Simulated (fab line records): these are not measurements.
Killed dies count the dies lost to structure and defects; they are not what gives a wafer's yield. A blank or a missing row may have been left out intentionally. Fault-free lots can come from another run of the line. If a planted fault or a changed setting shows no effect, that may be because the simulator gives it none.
fab line records    flow nandHarc
[record] lots = 12  wafers = 36  lastDay = 34
route steps=1302 shown A_STAIRCASE@772 END@1302
lots that met no fault: from a run of the same line without faults
startH: hours from the record's opening day to when the first of the lot's shown wafers began    waitH: time in hours since the lot's previous step    " unchanged from the row above    L1.1+2: one row covering several wafers at once    - no value, or no start given    * or withheld: withheld    < > ~ a bound
route shown NAME@n: names a module that has steps shown in the file, with the first one's number in the route    usual: average and standard deviation across the fault-free wafers    same: alike in all rows    chamber/n: place in a boat    sites: each site's reading    _std_site: standard deviation across them    _edge_site: inner sites' mean taken away from outer sites' mean    radiusMm: for every site, how far away it sits from the centre of the wafer    mask NAME#n: copy n    behind: tool/chamber where the wafer was last shaped    hold: reason for holding the lot/hours on hold/outcome of the hold    device: transistor that didn't switch, given as n, p or np    end of line: tests run on the same wafers once the route is complete    a step without rows: its recipe alone    killed: not the wafer's yield, but the dies lost to structure and defects at the first sort    map: shows each die of a wafer: x if killed, . if not, _ if none is there
set.NAME: the run value of the setting; set.NAME@STEP: its run value at that earlier step    model.NAME: the simulator's own value behind a step, which no gauge read
the route's steps for a sample of lots (tables are steps, rows are wafers)
services: when a tool's chamber went out of use (startH, in hours from the record's first day, below 0 if earlier), for how many hours, and the reason
[[steps]]
[step NHARC_A_STAIRCASE_HM_DEP_456]
[recipe] targetThkA = 31000  tempC = 400  material = aC
[usual] susceptorTempC = 399.96/0.2  throttleValvePct = 35.000/0.0093
lot.wafer  tool       chamber  startH  waitH  susceptorTempC  throttleValvePct
L573.1     aclDep-02  0        382.65  -      400.14          35.008
L573.2     "          0        "       "      399.84          35.013
L573.4     "          0        "       "      400.25          35.001
L575.1     aclDep-03  0        384.20  -      -               35.000
L575.2     "          0        "       "      -               35.005
L575.5     "          0        "       "      -               34.995
L577.1     aclDep-03  0        413.79  -      400.00          35.014
L577.3     "          0        "       "      399.78          35.007
L577.5     "          0        "       "      399.95          34.981
L579.1     aclDep-01  0        432.50  -      -               35.011
L579.4     "          0        "       "      -               34.994
L579.6     "          0        "       "      -               34.995
L580.1     aclDep-03  0        444.91  -      400.29          35.007
L580.2     "          0        "       "      400.16          35.005
L580.5     "          0        "       "      399.84          35.001
L582.2     aclDep-03  0        467.53  -      400.07          34.993
L582.4     "          0        "       "      400.12          34.987
L582.6     "          0        "       "      399.80          34.998
L588.1     aclDep-02  0        526.84  -      399.76          34.994
L588.3     "          0        "       "      400.08          34.995
L588.6     "          0        "       "      400.18          34.986
L589.2     aclDep-03  0        528.40  -      399.44          34.998
L589.3     "          0        "       "      399.98          35.008
L589.4     "          0        "       "      399.93          35.005
L591.1     aclDep-02  0        554.58  -      -               35.007
L591.3     "          0        "       "      -               34.978
L591.5     "          0        "       "      -               35.009
L590.3     aclDep-02  0        557.03  -      400.00          35.010
L590.4     "          0        "       "      399.84          34.982
L590.6     "          0        "       "      399.93          34.991
L593.1     aclDep-02  0        565.96  -      -               34.997
L593.2     "          0        "       "      -               35.003
L593.3     "          0        "       "      -               35.001
L595.2     aclDep-02  0        603.85  -      399.83          35.002
L595.3     "          0        "       "      399.60          34.998
L595.6     "          0        "       "      400.03          34.995
[step NHARC_A_STAIRCASE_HM_DEP_459]
[recipe] targetThkA = 15000  tempC = 400  material = aC
[usual] susceptorTempC = 399.99/0.24  throttleValvePct = 34.999/0.0091
lot.wafer  tool       chamber  startH  waitH  susceptorTempC  throttleValvePct
L573.1     aclDep-02  0        394.51  5.9    -               34.979
L573.2     "          0        "       "      -               34.992
L573.4     "          0        "       "      -               34.979
L575.1     aclDep-03  0        395.52  5.7    399.78          35.025
L575.2     "          0        "       "      399.70          35.004
L575.5     "          0        "       "      399.75          35.002
L577.1     aclDep-03  0        419.91  0.1    -               35.006
L577.3     "          0        "       "      -               34.992
L577.5     "          0        "       "      -               35.000
L579.1     aclDep-01  -        440.42  1.8    -               -
L579.4     "          -        "       "      -               -
L579.6     "          -        "       "      -               -
L580.1     aclDep-01  -        452.88  2.3    -               -
L580.2     "          -        "       "      -               -
L580.5     "          -        "       "      -               -
L582.2     aclDep-03  -        473.49  0.4    -               -
L582.4     "          -        "       "      -               -
L582.6     "          -        "       "      -               -
L588.1     aclDep-01  0        533.67  0.7    -               35.002
L588.3     "          0        "       "      -               34.983
L588.6     "          0        "       "      -               34.990
L589.2     aclDep-02  0        536.24  2.1    -               34.994
L589.3     "          0        "       "      -               34.982
L589.4     "          0        "       "      -               34.996
L591.1     aclDep-03  0        561.72  1.4    399.84          34.997
L591.3     "          0        "       "      399.93          35.004
L591.5     "          0        "       "      400.03          35.005
L590.3     aclDep-03  0        564.18  1.9    399.91          34.993
L590.4     "          0        "       "      399.92          35.000
L590.6     "          0        "       "      399.87          35.009
L593.1     aclDep-03  0        571.82  0.1    400.33          35.003
L593.2     "          0        "       "      400.70          34.988
L593.3     "          0        "       "      400.51          35.003
L595.2     aclDep-03  0        613.74  3.8    400.22          34.995
L595.3     "          0        "       "      400.26          34.994
L595.6     "          0        "       "      400.44          34.981
[step NHARC_A_STAIRCASE_ETCH_292]
[recipe] cf4FlowSccm = 100  chf3FlowSccm = 30  arFlowSccm = 0  rfW = 500  biasW = 200  chemistry = CF4/CHF3
[usual] chf3FlowSccm = 29.99/0.085  drypumpMotorCurrentA = 5.62/0.29  oesProductAu = 0.936/0.02  rfVppV = 370.5/2.6  showerheadPlenumPTorr = 1.57/0.072  throttleValvePct = 16.803/0.0088
lot.wafer  tool        chamber  startH  waitH  chf3FlowSccm  drypumpMotorCurrentA  oesProductAu  rfHoursCounterH  rfVppV  showerheadPlenumPTorr  throttleValvePct
L573.4     rieDiel-11  2        397.43  0.1    29.97         5.80                  0.924         41               368.2   1.46                   16.807
L573.2     "           3        "       "      29.96         5.70                  0.928         41               372.2   1.63                   16.791
L573.1     "           0        "       "      29.90         5.32                  0.927         36               367.3   1.48                   16.813
L575.1     rieDiel-04  3        398.54  0.1    29.94         4.95                  0.922         10               369.8   1.55                   16.795
L575.2     "           2        "       "      29.91         5.95                  0.919         11               372.1   1.61                   16.808
L575.5     "           3        "       "      30.00         4.98                  0.931         -                368.4   1.55                   16.809
L577.1     rieDiel-02  1        422.69  0.1    29.86         5.76                  0.976         6                374.6   1.67                   16.791
L577.3     "           3        "       "      29.91         5.23                  0.945         6                372.4   1.61                   16.810
L577.5     "           1        "       "      29.97         5.74                  0.971         -                374.3   1.67                   16.799
L579.4     rieDiel-04  2        443.37  0.1    30.09         5.96                  0.924         25               372.2   1.60                   16.799
L579.1     "           0        "       "      29.96         5.62                  0.925         25               371.8   1.63                   16.819
L579.6     "           2        "       "      30.12         5.96                  0.919         -                371.3   1.60                   16.796
L580.2     rieDiel-11  2        455.96  0.1    29.98         5.79                  0.958         3                374.1   1.70                   16.797
L580.1     "           0        "       "      29.99         5.36                  0.930         5                367.6   1.47                   16.818
L580.5     "           3        "       "      30.05         5.72                  0.967         -                373.7   1.63                   16.795
L582.4     rieDiel-04  3        476.11  0.1    30.04         4.95                  0.917         35               370.3   1.54                   16.799
L582.2     "           0        "       "      29.85         5.61                  0.911         37               371.7   1.62                   16.813
L582.6     "           2        "       "      30.10         5.95                  0.913         -                371.4   1.60                   16.790
L588.1     rieDiel-11  2        536.48  0.1    29.96         5.80                  0.984         26               373.6   1.69                   16.800
L588.3     "           3        "       "      29.93         5.72                  0.970         32               373.0   1.62                   16.806
L588.6     "           0        "       "      29.91         5.32                  0.969         -                367.3   1.47                   16.815
L589.3     rieDiel-11  0        541.05  0.2    30.01         5.35                  0.928         40               366.4   1.46                   16.804
L589.4     "           1        "       "      30.03         5.76                  0.930         33               370.2   1.51                   16.801
L589.2     "           2        "       "      30.02         5.80                  0.929         29               374.1   1.69                   16.804
L591.1     rieDiel-02  2        564.62  0.1    29.89         6.01                  0.921         56               367.8   1.51                   16.792
L591.3     "           1        "       "      29.83         5.78                  0.919         53               373.8   1.66                   16.807
L591.5     "           3        "       "      29.96         5.24                  0.921         -                370.3   1.60                   16.799
L590.3     rieDiel-04  1        566.46  0.1    29.92         5.71                  0.924         9                372.2   1.60                   16.808
L590.4     "           3        "       "      29.85         4.99                  0.925         7                368.2   1.53                   16.800
L590.6     "           0        "       "      29.94         5.61                  0.925         -                372.4   1.62                   16.800
L593.2     rieDiel-11  1        574.71  0.1    29.99         5.77                  0.921         44               368.3   1.51                   16.795
L593.1     "           2        "       "      29.94         5.81                  0.927         38               375.3   1.69                   16.803
L593.3     "           3        "       "      29.97         5.69                  0.936         44               373.4   1.62                   16.793
L595.3     rieDiel-02  0        616.41  0.1    30.13         5.64                  0.930         12               366.1   1.46                   16.794
L595.2     "           2        "       "      30.05         6.02                  0.940         9                368.8   1.51                   16.785
L595.6     "           3        "       "      30.00         5.21                  0.921         -                371.2   1.59                   16.811
[step NHARC_A_STAIRCASE_HM_OPEN_460]
[recipe] o2FlowSccm = 400  cosFlowSccm = 20  arFlowSccm = 0  rfW = 500  biasW = 300  chemistry = O2/COS
[usual] cosFlowSccm = 20.01/0.057  drypumpMotorCurrentA = 5.6/0.3  oesProductAu = 1.001/0.0069  rfVppV = 467/3.1  showerheadPlenumPTorr = 3.12/0.14  throttleValvePct = 28.330/0.0092
lot.wafer  tool        chamber  startH  waitH  cosFlowSccm  drypumpMotorCurrentA  oesProductAu  rfHoursCounterH  rfVppV  showerheadPlenumPTorr  throttleValvePct
L573.4     rieDiel-11  1        -       -      20.11        5.8                   1.000         39               466     3.02                   28.317
L573.1     "           2        "       "      19.93        5.8                   0.999         41               462     2.89                   28.312
L573.2     "           3        "       "      20.03        5.7                   1.002         41               470     3.24                   28.327
L575.2     rieDiel-04  0        -       -      19.99        5.6                   1.003         9                468     3.23                   28.330
L575.1     "           1        "       "      20.11        5.7                   0.993         10               469     3.21                   28.333
L575.5     "           3        "       "      20.01        5.0                   1.004         -                465     3.07                   28.330
L577.1     rieDiel-02  1        -       -      20.02        5.8                   1.002         6                473     3.32                   28.319
L577.3     "           3        "       "      20.10        5.2                   0.996         6                469     3.18                   28.335
L577.5     "           1        "       "      20.06        5.8                   0.994         -                471     3.32                   28.327
L579.4     rieDiel-04  3        -       -      20.02        5.0                   1.000         25               465     3.06                   28.329
L579.1     "           1        "       "      19.96        5.7                   0.992         25               470     3.20                   28.339
L579.6     "           3        "       "      20.04        5.0                   0.991         -                464     3.06                   28.344
L580.2     rieDiel-11  2        -       -      19.94        5.8                   1.005         3                472     3.37                   28.334
L580.1     "           0        "       "      20.08        5.3                   0.996         5                463     2.92                   28.316
L580.5     "           1        "       "      19.94        5.8                   1.002         -                465     3.01                   28.324
L582.4     rieDiel-04  3        -       -      20.05        5.0                   0.991         35               464     3.05                   28.336
L582.2     "           1        "       "      20.00        5.7                   1.004         39               469     3.20                   28.349
L582.6     "           0        "       "      19.95        5.6                   1.004         -                469     3.22                   28.330
L588.1     rieDiel-11  2        -       -      20.00        5.8                   1.002         26               474     3.36                   28.319
L588.3     "           3        "       "      19.98        5.7                   1.008         32               468     3.22                   28.328
L588.6     "           3        "       "      19.99        5.7                   1.015         -                469     3.22                   28.326
L589.4     rieDiel-11  3        -       -      19.96        5.7                   1.008         35               470     3.21                   28.327
L589.2     "           1        "       "      20.00        5.8                   1.014         33               465     3.00                   28.326
L589.3     "           2        "       "      20.12        5.8                   1.006         29               472     3.36                   28.331
L591.1     rieDiel-02  2        -       -      20.08        6.0                   1.001         56               465     3.00                   28.327
L591.3     "           3        "       "      20.02        5.2                   1.001         46               470     3.17                   28.343
L591.5     "           2        "       "      19.97        6.0                   0.999         -                465     3.00                   28.323
L590.3     rieDiel-04  3        -       -      20.04        4.9                   0.998         7                463     3.04                   28.329
L590.4     "           0        "       "      19.95        5.6                   1.003         8                470     3.20                   28.326
L590.6     "           1        "       "      20.05        5.7                   0.988         -                469     3.18                   28.322
L593.1     rieDiel-11  1        -       -      20.00        5.8                   1.008         44               465     2.99                   28.315
L593.3     "           3        "       "      20.02        5.7                   1.015         45               468     3.21                   28.333
L593.2     "           0        "       "      19.97        5.3                   1.007         52               462     2.90                   28.322
L595.3     rieDiel-02  3        -       -      20.05        5.2                   1.008         12               469     3.16                   28.346
L595.2     "           0        "       "      19.94        5.7                   1.007         12               462     2.90                   28.330
L595.6     "           3        "       "      20.08        5.2                   0.996         -                468     3.16                   28.315
[step NHARC_END_SORT_01]
[recipe] tempC = 25
[usual] killedAtArray = 62/16  killedAtOther = 0.8/1.1  killedAtPeriphery = 4/3.2  killedDies = 67/16  killedOpen = 3.5/1.9  killedShort = 2.1/1.5
[same] grossDies = 677
lot.wafer  tool       chamber  startH  waitH  killedAtArray  killedAtOther  killedAtPeriphery  killedDies  killedOpen  killedShort
L577.1     prober-02  0        601.88  2.5    32             0              2                  34          5           3
L577.3     prober-02  0        603.49  3.1    32             0              1                  33          1           2
L577.5     prober-02  0        605.11  3.7    35             0              4                  39          5           2
L579.1     prober-02  0        631.26  2.5    677            0              0                  677         0           0
L579.4     prober-02  0        633.68  3.4    677            0              0                  677         0           0
L579.6     prober-02  0        635.29  4.0    677            0              0                  677         0           0
L580.1     prober-01  0        649.19  2.5    676            0              1                  677         0           0
L580.2     prober-01  0        649.99  2.8    675            0              2                  677         0           0
L580.5     prober-01  0        652.38  3.7    676            0              1                  677         0           1
L582.2     prober-02  0        650.02  2.8    677            0              0                  677         0           0
L582.4     prober-02  0        651.66  3.5    675            0              2                  677         0           0
L582.6     prober-02  0        653.29  4.1    677            0              0                  677         0           0
// killed by level:class
L577.1 A_STAIRCASE:chamberFilmFlake=9 A_CHANNEL_HOLE_D2:chamberFilmFlake=8 A_CHANNEL_HOLE_D1:chamberFilmFlake=5 A_CONTACT:geometricParticle:short=2 A_CONTACT:chamberFilmFlake=2 P_CONTACT:geometricParticle:open=1 P_M0:geometricParticle:open=1 A_CHANNEL_HOLE_D1:geometricParticle:short=1
L577.3 A_CHANNEL_HOLE_D2:chamberFilmFlake=10 A_STAIRCASE:chamberFilmFlake=6 A_CHANNEL_HOLE_D1:chamberFilmFlake=4 A_CHANNEL_FILL_D2:chamberFilmFlake=3 A_CONTACT:chamberFilmFlake=3 A_ONON_D2:geometricParticle:short=1 A_CHANNEL_FILL_D2:geometricParticle:short=1 A_SGD_CUT:geometricParticle:open=1
L577.5 A_CHANNEL_HOLE_D2:chamberFilmFlake=13 A_STAIRCASE:chamberFilmFlake=7 A_SLIT:chamberFilmFlake=2 A_CONTACT:chamberFilmFlake=2 P_CONTACT:geometricParticle:open=1 P_M1:geometricParticle:open=1 A_ONON_D1:geometricParticle:open=1 A_CHANNEL_FILL_D1:geometricParticle:open=1
L579.1 A_STAIRCASE:lostPattern=663 A_CHANNEL_HOLE_D2:chamberFilmFlake=10 A_SLIT:chamberFilmFlake=3 A_CONTACT:chamberFilmFlake=1
L579.4 A_STAIRCASE:lostPattern=670 A_CHANNEL_HOLE_D2:chamberFilmFlake=3 A_SLIT:chamberFilmFlake=3 A_CHANNEL_HOLE_D1:chamberFilmFlake=1
L579.6 A_STAIRCASE:lostPattern=666 A_SLIT:chamberFilmFlake=5 A_CHANNEL_HOLE_D2:chamberFilmFlake=4 A_DECK1_JOINT:chamberFilmFlake=1 A_CHANNEL_FILL_D2:chamberFilmFlake=1
L580.1 A_STAIRCASE:lostPattern=671 A_SLIT:chamberFilmFlake=4 P_CONTACT:chamberFilmFlake=1 A_CHANNEL_HOLE_D1:chamberFilmFlake=1
L580.2 A_STAIRCASE:lostPattern=668 A_SLIT:chamberFilmFlake=5 A_CHANNEL_HOLE_D2:chamberFilmFlake=2 P_ZERO_WELL:chamberFilmFlake=1 P_CONTACT:chamberFilmFlake=1
L582.2 A_STAIRCASE:lostPattern=664 A_CHANNEL_HOLE_D2:chamberFilmFlake=6 A_SLIT:chamberFilmFlake=6 A_CONTACT:chamberFilmFlake=1
L582.4 A_STAIRCASE:lostPattern=666 A_SLIT:chamberFilmFlake=4 P_STI:chamberFilmFlake=2 A_CHANNEL_HOLE_D1:chamberFilmFlake=2 A_CHANNEL_HOLE_D2:chamberFilmFlake=2 A_M0:chamberFilmFlake=1
L580.5 A_STAIRCASE:lostPattern=669 A_SLIT:chamberFilmFlake=4 A_CHANNEL_HOLE_D2:chamberFilmFlake=2 A_CHANNEL_FILL_D1:geometricParticle:short=1 P_CONTACT:chamberFilmFlake=1
L582.6 A_STAIRCASE:lostPattern=669 A_SLIT:chamberFilmFlake=4 A_CHANNEL_HOLE_D2:chamberFilmFlake=3 A_CONTACT:chamberFilmFlake=1
[[services]]
tool        chamber  startH  hours  kind
rieDiel-11  0        365.34  -      clean
rieDiel-11  1        365.34  -      clean
rieDiel-11  2        365.34  -      clean
rieDiel-11  3        365.34  -      clean
aclDep-01   -        373.51  13.0   pm
rieDiel-11  0        391.94  -      clean
rieDiel-11  1        391.94  -      clean
rieDiel-11  2        391.94  -      clean
rieDiel-02  -        393.85  9.0    pm
aclDep-02   -        427.02  13.0   pm
rieDiel-11  -        435.05  9.0    pm
rieDiel-11  3        472.03  2.5    repair
rieDiel-11  2        475.80  1.7    repair
rieDiel-11  1        479.93  1.9    repair
aclDep-03   -        485.45  13.0   pm
rieDiel-11  2        499.34  4.3    repair
rieDiel-02  0        528.43  4.4    repair
rieDiel-04  -        531.90  9.0    pm
rieDiel-02  0        548.83  3.4    repair
aclDep-01   -        556.32  13.0   pm
rieDiel-02  -        573.09  9.0    pm
rieDiel-11  1        593.13  14.8   repair
aclDep-02   -        608.55  13.0   pm
rieDiel-11  -        612.05  9.0    pm
[[key]]
[firstSign] step = NHARC_A_STAIRCASE_HM_DEP_459  reading = toolRecord  direction = missing
[effect] step = NHARC_END_SORT_01  reading = killedAtArray  direction = up  sigmas = 38  usual = 62  struck = 676
metAt NHARC_A_STAIRCASE_HM_DEP_459
struckLots L579,L580,L582
laterRowsLeftOut L579.1,L579.4,L579.6,L580.1,L580.2,L580.5,L582.2,L582.4,L582.6
testerLeftOut L579,L580,L582
notActingAt NHARC_A_STAIRCASE_HM_DEP_456,NHARC_A_STAIRCASE_ETCH_292,NHARC_A_STAIRCASE_HM_OPEN_460
onsetBetween 419.91 440.42
[fault] kind = skippedStepWhole  tool = aclDep-01,aclDep-03  chamber = -  onsetH = 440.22  steps = NHARC_A_STAIRCASE_HM_DEP_459  scope = struckLotsOnly
// testerLeftOut: of these lots the tester's yield and bins aren't shown, on N5 and GAA mostly nor the transistor test; their killed dies are dies lost to structure and defects alone, not to doping, threshold or leakage, so they don't give the yield
// laterRowsLeftOut: the simulator's readings of these wafers behind a module that went badly wrong aren't trusted and aren't shown, but for the sort
